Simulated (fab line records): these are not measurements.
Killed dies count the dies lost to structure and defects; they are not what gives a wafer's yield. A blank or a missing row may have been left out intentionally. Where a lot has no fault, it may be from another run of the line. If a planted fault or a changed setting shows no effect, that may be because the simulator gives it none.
Which of the tools did it? / flow nand_harc / 12 lots with 36 wafers sampled at 7 steps, on a route of 1159 steps

## WHAT EACH GAUGE READ, for each wafer
NHARC_P_CONTACT_CD_MEAS_12 targets a cd of 90 nm.
lot=L283; measured=day 5 06:40; on=cd_sem-01; cd_nm (nm)=90.7 90.3 90.3
lot=L285; measured=day 5 22:23; on=cd_sem-02; cd_nm (nm)=89.2 90.3 89.5
lot=L292; measured=day 7 20:49; on=cd_sem-02; cd_nm (nm)=72.2 90.1 90.4
lot=L293; measured=day 8 01:09; on=cd_sem-03; cd_nm (nm)=72.6 91.6 91.2
lot=L296; measured=day 8 17:29; on=cd_sem-03; cd_nm (nm)=89.1 88.1 88.6
lot=L295; measured=day 8 18:08; on=cd_sem-03; cd_nm (nm)=70.9 70.4 90.5
lot=L294; measured=day 8 18:25; on=cd_sem-02; cd_nm (nm)=89.7 89.9 89.9
lot=L300; measured=day 9 11:22; on=cd_sem-01; cd_nm (nm)=88.8 89.6 90.1
lot=L299; measured=day 9 12:55; on=cd_sem-01; cd_nm (nm)=90.1 90.0 89.6
lot=L301; measured=day 10 00:17; on=cd_sem-03; cd_nm (nm)=90.4 90.6 89.9
lot=L305; measured=day 11 01:03; on=cd_sem-01; cd_nm (nm)=90.7 89.7 89.5
lot=L306; measured=day 11 01:30; on=cd_sem-03; cd_nm (nm)=89.1 90.6 89.5

NHARC_P_CONTACT_OVL_MEAS_13.
lot=L283; measured=day 5 06:45; on=overlay-02; overlay_x_nm (nm)=0.0 -0.2 0.0; overlay_y_nm (nm)=0.6 0.1 -0.6
lot=L285; measured=day 5 22:28; on=overlay-01; overlay_x_nm (nm)=-0.7 -0.4 -0.7; overlay_y_nm (nm)=0.9 0.7 1.3
lot=L292; measured=day 7 20:54; on=overlay-02; overlay_x_nm (nm)=1.7 0.8 0.7; overlay_y_nm (nm)=1.1 1.5 1.1
lot=L293; measured=day 8 01:14; on=overlay-01; overlay_x_nm (nm)=0.0 0.8 -0.1; overlay_y_nm (nm)=0.2 1.1 0.3
lot=L296; measured=day 8 17:34; on=overlay-02; overlay_x_nm (nm)=-1.1 -0.9 -0.7; overlay_y_nm (nm)=-0.3 -0.9 -0.8
lot=L295; measured=day 8 18:13; on=overlay-01; overlay_x_nm (nm)=1.4 1.3 0.9; overlay_y_nm (nm)=-0.7 -0.7 -0.6
lot=L294; measured=day 8 18:30; on=overlay-02; overlay_x_nm (nm)=0.4 0.0 0.4; overlay_y_nm (nm)=0.0 0.4 0.6
lot=L300; measured=day 9 11:26; on=overlay-02; overlay_x_nm (nm)=1.0 1.1 0.8; overlay_y_nm (nm)=0.4 -0.2 0.6
lot=L299; measured=day 9 12:59; on=overlay-01; overlay_x_nm (nm)=-0.5 -0.7 -0.6; overlay_y_nm (nm)=-1.4 -1.8 -1.1
lot=L301; measured=day 10 00:23; on=overlay-01; overlay_x_nm (nm)=0.6 0.7 0.5; overlay_y_nm (nm)=-0.8 -0.8 0.0
lot=L305; measured=day 11 01:09; on=overlay-01; overlay_x_nm (nm)=-0.5 -0.9 -0.8; overlay_y_nm (nm)=0.2 -0.5 -0.5
lot=L306; measured=day 11 01:35; on=overlay-02; overlay_x_nm (nm)=-0.3 -0.2 0.1; overlay_y_nm (nm)=1.9 1.6 1.8

NHARC_P_CONTACT_CD_MEAS_19.
lot=L283; measured=day 5 07:43; on=cd_sem-03; cd_nm (nm)=92.3 91.5 91.2
lot=L285; measured=day 5 23:29; on=cd_sem-03; cd_nm (nm)=90.4 90.7 89.6
lot=L292; measured=day 7 21:52; on=cd_sem-02; cd_nm (nm)=71.6 91.6 88.2
lot=L293; measured=day 8 02:12; on=cd_sem-01; cd_nm (nm)=73.2 91.2 94.7
lot=L296; measured=day 8 18:40; on=cd_sem-03; cd_nm (nm)=89.4 88.4 84.5
lot=L295; measured=day 8 19:13; on=cd_sem-01; cd_nm (nm)=70.5 70.1 91.1
lot=L294; measured=day 8 19:31; on=cd_sem-02; cd_nm (nm)=88.9 89.0 88.4
lot=L300; measured=day 9 12:25; on=cd_sem-01; cd_nm (nm)=89.0 85.3 86.6
lot=L299; measured=day 9 13:58; on=cd_sem-02; cd_nm (nm)=88.4 88.8 89.8
lot=L301; measured=day 10 01:21; on=cd_sem-01; cd_nm (nm)=87.1 90.0 91.9
lot=L305; measured=day 11 02:08; on=cd_sem-03; cd_nm (nm)=88.0 87.9 86.3
lot=L306; measured=day 11 02:38; on=cd_sem-02; cd_nm (nm)=91.1 89.3 88.8

NHARC_END_SORT_01.
lot=L292; measured=day 21 18:49; on=prober-02; killed_at_array=26 23 31; killed_at_other=1 2 1; killed_at_periphery=543 2 3; killed_dies=570 27 35; killed_open=5 3 8; killed_short=2 0 1
lot=L293; measured=day 21 11:03; on=prober-01; killed_at_array=29 29 26; killed_at_other=0 0 2; killed_at_periphery=418 4 4; killed_dies=447 33 32; killed_open=5 6 2; killed_short=0 1 5
lot=L295; measured=day 22 01:54; on=prober-02; killed_at_array=25 19 33; killed_at_other=0 0 0; killed_at_periphery=552 571 1; killed_dies=577 590 34; killed_open=6 2 5; killed_short=1 2 2
lot=L294; measured=day 23 04:03; on=prober-02; killed_at_array=38 45 36; killed_at_other=3 0 3; killed_at_periphery=3 1 2; killed_dies=44 46 41; killed_open=3 4 2; killed_short=1 5 1

## WHAT TOOL EACH LOT RAN ON (gives the tool, then ch and the chambers of the sampled wafers, and finally the start)
lot=L283; NHARC_P_GATE_STRIP_113=plasma_asher-01 ch 0, day 5 02:38; NHARC_P_GATE_RTA_80=rtp_anneal-01 ch 0, day 5 04:32; NHARC_P_CONTACT_PEB_10=litho_track-06 ch 0, day 5 06:35
lot=L285; NHARC_P_GATE_STRIP_113=plasma_asher-01 ch 0,1, day 5 17:50; NHARC_P_GATE_RTA_80=rtp_anneal-01 ch 0, day 5 19:55; NHARC_P_CONTACT_PEB_10=litho_track-04 ch 0, day 5 22:19
lot=L292; NHARC_P_GATE_STRIP_113=plasma_asher-02 ch 0,1, day 7 16:28; NHARC_P_GATE_RTA_80=rtp_anneal-02 ch 0, day 7 18:29; NHARC_P_CONTACT_PEB_10=litho_track-06 ch 0, day 7 20:44
lot=L293; NHARC_P_GATE_STRIP_113=plasma_asher-01 ch 0,1, day 7 20:29; NHARC_P_GATE_RTA_80=rtp_anneal-01 ch 0, day 7 22:50; NHARC_P_CONTACT_PEB_10=litho_track-06 ch 0, day 8 01:04
lot=L296; NHARC_P_GATE_STRIP_113=plasma_asher-02 ch 0,1, day 8 13:25; NHARC_P_GATE_RTA_80=rtp_anneal-01 ch 0, day 8 15:12; NHARC_P_CONTACT_PEB_10=litho_track-01 ch 0, day 8 17:24
lot=L295; NHARC_P_GATE_STRIP_113=plasma_asher-01 ch 0,1, day 8 13:46; NHARC_P_GATE_RTA_80=rtp_anneal-01 ch 0, day 8 15:51; NHARC_P_CONTACT_PEB_10=litho_track-06 ch 0, day 8 18:03
lot=L294; NHARC_P_GATE_STRIP_113=plasma_asher-02 ch 0,1, day 8 14:16; NHARC_P_GATE_RTA_80=rtp_anneal-02 ch 0, day 8 16:09; NHARC_P_CONTACT_PEB_10=litho_track-04 ch 0, day 8 18:20
lot=L300; NHARC_P_GATE_STRIP_113=plasma_asher-02 ch 0,1, day 9 07:18; NHARC_P_GATE_RTA_80=rtp_anneal-02 ch 0, day 9 09:13; NHARC_P_CONTACT_PEB_10=litho_track-01 ch 0, day 9 11:17
lot=L299; NHARC_P_GATE_STRIP_113=plasma_asher-01 ch 0, day 9 08:13; NHARC_P_GATE_RTA_80=rtp_anneal-01 ch 0, day 9 10:10; NHARC_P_CONTACT_PEB_10=litho_track-04 ch 0, day 9 12:50
lot=L301; NHARC_P_GATE_STRIP_113=plasma_asher-01 ch 0,1, day 9 20:22; NHARC_P_GATE_RTA_80=rtp_anneal-02 ch 0, day 9 22:10; NHARC_P_CONTACT_PEB_10=litho_track-04 ch 0, day 10 00:13
lot=L305; NHARC_P_GATE_STRIP_113=plasma_asher-02 ch 0,1, day 10 21:00; NHARC_P_GATE_RTA_80=rtp_anneal-02 ch 0, day 10 22:47; NHARC_P_CONTACT_PEB_10=litho_track-01 ch 0, day 11 00:58
lot=L306; NHARC_P_GATE_STRIP_113=plasma_asher-01 ch 0,1, day 10 21:34; NHARC_P_GATE_RTA_80=rtp_anneal-02 ch 0, day 10 23:17; NHARC_P_CONTACT_PEB_10=litho_track-01 ch 0, day 11 01:25
- NHARC_P_GATE_STRIP_113: strips in N2/H2, time 740 s.
- NHARC_P_GATE_RTA_80: time 30 s.
- NHARC_P_CONTACT_PEB_10: peb time 65 s.

## WHAT THE TOOLS THEMSELVES READ (means of the sampled wafers that have a number; where no wafer has one, the mark that the record gives instead)
NHARC_P_GATE_STRIP_113.
lot=L283; tool=plasma_asher-01; drypump_motor_current_A (A)=5.9; heater_power_w (W)=104
lot=L285; tool=plasma_asher-01; drypump_motor_current_A (A)=6.0; heater_power_w (W)=101
lot=L292; tool=plasma_asher-02; drypump_motor_current_A (A)=5.4; heater_power_w (W)=91
lot=L293; tool=plasma_asher-01; drypump_motor_current_A (A)=6.0; heater_power_w (W)=93
lot=L296; tool=plasma_asher-02; drypump_motor_current_A (A)=5.3; heater_power_w (W)=91
lot=L295; tool=plasma_asher-01; drypump_motor_current_A (A)=6.0; heater_power_w (W)=92
lot=L294; tool=plasma_asher-02; drypump_motor_current_A (A)=5.4; heater_power_w (W)=93
lot=L300; tool=plasma_asher-02; drypump_motor_current_A (A)=5.4; heater_power_w (W)=96
lot=L299; tool=plasma_asher-01; drypump_motor_current_A (A)=5.9; heater_power_w (W)=107
lot=L301; tool=plasma_asher-01; drypump_motor_current_A (A)=6.0; heater_power_w (W)=93
lot=L305; tool=plasma_asher-02; drypump_motor_current_A (A)=5.4; heater_power_w (W)=95
lot=L306; tool=plasma_asher-01; drypump_motor_current_A (A)=6.0; heater_power_w (W)=101

NHARC_P_GATE_RTA_80.
lot=L283; tool=rtp_anneal-01; lamp_power_pct (%)=2.12; lamp_zone_5_pct (%)=2.12; wafer_temp_C_max=301.3
lot=L285; tool=rtp_anneal-01; lamp_power_pct (%)=2.12; lamp_zone_5_pct (%)=2.12; wafer_temp_C_max=301.7
lot=L292; tool=rtp_anneal-02; lamp_power_pct (%)=1.89; lamp_zone_5_pct (%)=1.89; wafer_temp_C_max=300.9
lot=L293; tool=rtp_anneal-01; lamp_power_pct (%)=2.12; lamp_zone_5_pct (%)=2.12; wafer_temp_C_max=301.1
lot=L296; tool=rtp_anneal-01; lamp_power_pct (%)=2.13; lamp_zone_5_pct (%)=2.12; wafer_temp_C_max=301.8
lot=L295; tool=rtp_anneal-01; lamp_power_pct (%)=2.12; lamp_zone_5_pct (%)=2.12; wafer_temp_C_max=301.7
lot=L294; tool=rtp_anneal-02; lamp_power_pct (%)=1.89; lamp_zone_5_pct (%)=1.89; wafer_temp_C_max=300.9
lot=L300; tool=rtp_anneal-02; lamp_power_pct (%)=1.89; lamp_zone_5_pct (%)=1.89; wafer_temp_C_max=301.0
lot=L299; tool=rtp_anneal-01; lamp_power_pct (%)=2.12; lamp_zone_5_pct (%)=2.12; wafer_temp_C_max=301.5
lot=L301; tool=rtp_anneal-02; lamp_power_pct (%)=1.89; lamp_zone_5_pct (%)=1.88; wafer_temp_C_max=301.0
lot=L305; tool=rtp_anneal-02; lamp_power_pct (%)=1.89; lamp_zone_5_pct (%)=1.89; wafer_temp_C_max=301.1
lot=L306; tool=rtp_anneal-02; lamp_power_pct (%)=1.89; lamp_zone_5_pct (%)=1.89; wafer_temp_C_max=301.2

NHARC_P_CONTACT_PEB_10.
lot=L283; tool=litho_track-06; heater_power_total_W (W)=156.3; resist_line_temp_C (C)=22.99
lot=L285; tool=litho_track-04; heater_power_total_W (W)=156.2; resist_line_temp_C (C)=22.99
lot=L292; tool=litho_track-06; heater_power_total_W (W)=172.9; resist_line_temp_C (C)=23.05
lot=L293; tool=litho_track-06; heater_power_total_W (W)=172.4; resist_line_temp_C (C)=23.11
lot=L296; tool=litho_track-01; heater_power_total_W (W)=156.6; resist_line_temp_C (C)=23.00
lot=L295; tool=litho_track-06; heater_power_total_W (W)=188.8; resist_line_temp_C (C)=22.96
lot=L294; tool=litho_track-04; heater_power_total_W (W)=156.3; resist_line_temp_C (C)=23.07
lot=L300; tool=litho_track-01; heater_power_total_W (W)=156.4; resist_line_temp_C (C)=23.05
lot=L299; tool=litho_track-04; heater_power_total_W (W)=156.4; resist_line_temp_C (C)=22.99
lot=L301; tool=litho_track-04; heater_power_total_W (W)=156.7; resist_line_temp_C (C)=23.11
lot=L305; tool=litho_track-01; heater_power_total_W (W)=156.6; resist_line_temp_C (C)=23.11
lot=L306; tool=litho_track-01; heater_power_total_W (W)=156.5; resist_line_temp_C (C)=23.09

## THE ANSWER, worked out from the rows above alone
Rule: the lots themselves supply what counts as usual. The widest of any qualifying gaps counts: lots, ordered by their means at a reading, are off when they make up no more than a third of the lots, leave a main group of 4 or more, and stand apart from it by 3 or more times the standard deviation of that group's means. If all means in a main group match to the digits the tables above print for the reading, that group is not used. A lot without any number at a reading at which 4 lots or more have one is off too. The other lots that the step has rows for count as sound. Order of review: gauges by route order, followed by the tools' own readings, for which a lot's mean as printed above is used. At the first step where some lot is off, the reading lying furthest off is the one used; lots without a number count as furthest.
Off at NHARC_P_CONTACT_CD_MEAS_12 (cd_nm): L292, L293, L295. For the main group the mean is 89.8 nm and the standard deviation 0.5.
If a tool, at a process step before that reading, ran all the lots that are off and no sound lot after the first of them, it fits. Not tried: the gauges at NHARC_P_CONTACT_CD_MEAS_12; whatever is off there is also off at NHARC_P_CONTACT_PEB_10, on other tools, and gauge error can't account for it. One fits: NHARC_P_CONTACT_PEB_10 on litho_track-06. A fault onset in the window from L283 (day 5 06:35, its last sound lot) to L292 (day 7 20:44, its first lot off) fits.
The tool's own readings at NHARC_P_CONTACT_PEB_10 bear it out: on the lots that are off they differ by more than 5 times the standard deviation of the sound lots' means. heater_power_total_W reads 178.0 W there against 156.4 W on the sound lots.

## WHAT THE SIMULATOR HAD PUT IN
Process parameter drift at NHARC_P_CONTACT_PEB_10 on litho_track-06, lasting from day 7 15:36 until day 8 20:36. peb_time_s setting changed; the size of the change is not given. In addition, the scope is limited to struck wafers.
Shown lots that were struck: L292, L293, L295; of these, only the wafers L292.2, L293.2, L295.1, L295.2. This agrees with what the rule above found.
